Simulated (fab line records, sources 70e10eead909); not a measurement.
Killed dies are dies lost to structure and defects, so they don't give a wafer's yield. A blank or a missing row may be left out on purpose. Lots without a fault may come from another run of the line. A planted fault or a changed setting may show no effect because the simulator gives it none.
Tool commonality check | flow nand_harc | 13 lots, 39 wafers sampled

WHY IT WAS OPENED
At NHARC_A_ONON_D1_THK_MEAS_14 the reading thk_nm is flagged on 2 of 13 lots. Wafers without a fault read 1001 nm, standard deviation 8.9.
Rule: a lot is flagged when every wafer of it that has a number lies more than 4 standard deviations from that mean, or none has a number. The other lots count as sound.

lot  | measured     | on            | thk_nm (nm), wafer by wafer | flag
L259 | day 7 21:52  | film_metro-02 | 1009 1006 1007              |
L261 | day 8 18:05  | film_metro-01 | 984 984 986                 |
L262 | day 9 03:33  | film_metro-02 | 1001 1003 1004              |
L264 | day 9 20:17  | film_metro-02 | 986 988 987                 |
L267 | day 11 01:07 | film_metro-01 | 1009 1012 1010              |
L271 | day 12 14:11 | film_metro-01 | 901 901 901                 | FLAGGED
L274 | day 13 22:58 | film_metro-02 | 906 905 907                 | FLAGGED
L275 | day 14 17:20 | film_metro-01 | 995 994 994                 |
L276 | day 14 17:21 | film_metro-02 | 1013 1011 1011              |
L277 | day 15 01:56 | film_metro-01 | 996 997 995                 |
L279 | day 16 00:51 | film_metro-01 | 1010 1013 1012              |
L280 | day 16 10:19 | film_metro-01 | 998 997 997                 |
L282 | day 17 17:23 | film_metro-02 | 1012 1013 1010              |
The numbers of the flagged lots are 904 nm on average: -98 nm against the usual, or -11 standard deviations.

WHICH TOOL RAN EACH LOT
The record holds 2 process steps before the reading, out of a route of 1302 steps. In each cell: the tool, then ch and the chambers that the sampled wafers went through, then the start.
lot  | flag    | NHARC_A_ZERO_WELL_DESCUM_12        | NHARC_A_ONON_D1_DEP_12
L259 |         | rie_diel-03 ch 0,1,3, day 6 20:12  | pecvd_onon-01 ch 0, day 7 21:24
L261 |         | rie_diel-01 ch 0,1,2, day 7 17:51  | pecvd_onon-01 ch 0, day 8 17:35
L262 |         | rie_diel-01 ch 0,1, day 8 03:28    | pecvd_onon-01 ch 0, day 9 03:10
L264 |         | rie_diel-03 ch 0,1,2, day 8 19:13  | pecvd_onon-01 ch 0, day 9 19:46
L267 |         | rie_diel-07 ch 0,1,2, day 9 23:39  | pecvd_onon-01 ch 0, day 11 00:36
L271 | FLAGGED | rie_diel-01 ch 1,3, day 11 13:12   | pecvd_onon-04 ch 0, day 12 13:46
L274 | FLAGGED | rie_diel-07 ch 0,2,3, day 12 22:15 | pecvd_onon-04 ch 0, day 13 22:27
L275 |         | rie_diel-03 ch 2,3, day 13 14:40   | pecvd_onon-01 ch 0, day 14 16:49
L276 |         | rie_diel-01 ch 1,3, day 13 19:16   | pecvd_onon-03 ch 0, day 14 16:57
L277 |         | rie_diel-03 ch 0,1, day 14 02:01   | pecvd_onon-01 ch 0, day 15 01:24
L279 |         | rie_diel-03 ch 0,3, day 15 01:46   | pecvd_onon-03 ch 0, day 16 00:31
L280 |         | rie_diel-03 ch 1,2,3, day 15 09:40 | pecvd_onon-01 ch 0, day 16 09:48
L282 |         | rie_diel-03 ch 1,3, day 16 17:14   | pecvd_onon-03 ch 0, day 17 16:56
What these steps do:
- NHARC_A_ZERO_WELL_DESCUM_12: chemistry O2, time 3 s.
- NHARC_A_ONON_D1_DEP_12: target thk 1000 nm.
- NHARC_A_ONON_D1_THK_MEAS_14: measures by ellipsometry.

FLAGGED OVER TOTAL, TOOL BY TOOL (the gauges that took the reading come last)
step                        | tool          | lots run | flagged | share of the flagged lots | sound lots run after its first flagged lot
NHARC_A_ZERO_WELL_DESCUM_12 | rie_diel-01   | 4        | 1       | some                      | 1 (L276)
NHARC_A_ZERO_WELL_DESCUM_12 | rie_diel-03   | 7        | 0       | none                      | -
NHARC_A_ZERO_WELL_DESCUM_12 | rie_diel-07   | 2        | 1       | some                      | 0
NHARC_A_ONON_D1_DEP_12      | pecvd_onon-01 | 8        | 0       | none                      | -
NHARC_A_ONON_D1_DEP_12      | pecvd_onon-03 | 3        | 0       | none                      | -
NHARC_A_ONON_D1_DEP_12      | pecvd_onon-04 | 2        | 2       | all                       | 0
NHARC_A_ONON_D1_THK_MEAS_14 | film_metro-01 | 7        | 1       | some                      | 4 (L275,L277,L279,L280)
NHARC_A_ONON_D1_THK_MEAS_14 | film_metro-02 | 6        | 1       | some                      | 2 (L276,L282)

WHAT THE TABLE ALLOWS
1 row of the table ran every flagged lot: pecvd_onon-04 at NHARC_A_ONON_D1_DEP_12.
- pecvd_onon-04 at NHARC_A_ONON_D1_DEP_12: 2 of its 2 lots flagged. It ran no sound lot before its first flagged lot in this sample, so the start can't be narrowed down.
One tool is left: pecvd_onon-04 at NHARC_A_ONON_D1_DEP_12.

WHAT THE SIMULATOR HAD PUT IN
Process parameter drift: pecvd_onon-04, from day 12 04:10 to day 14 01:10, at NHARC_A_ONON_D1_DEP_12. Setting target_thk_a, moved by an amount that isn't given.
Lots struck among those shown: L271, L274. The rule above found the same.
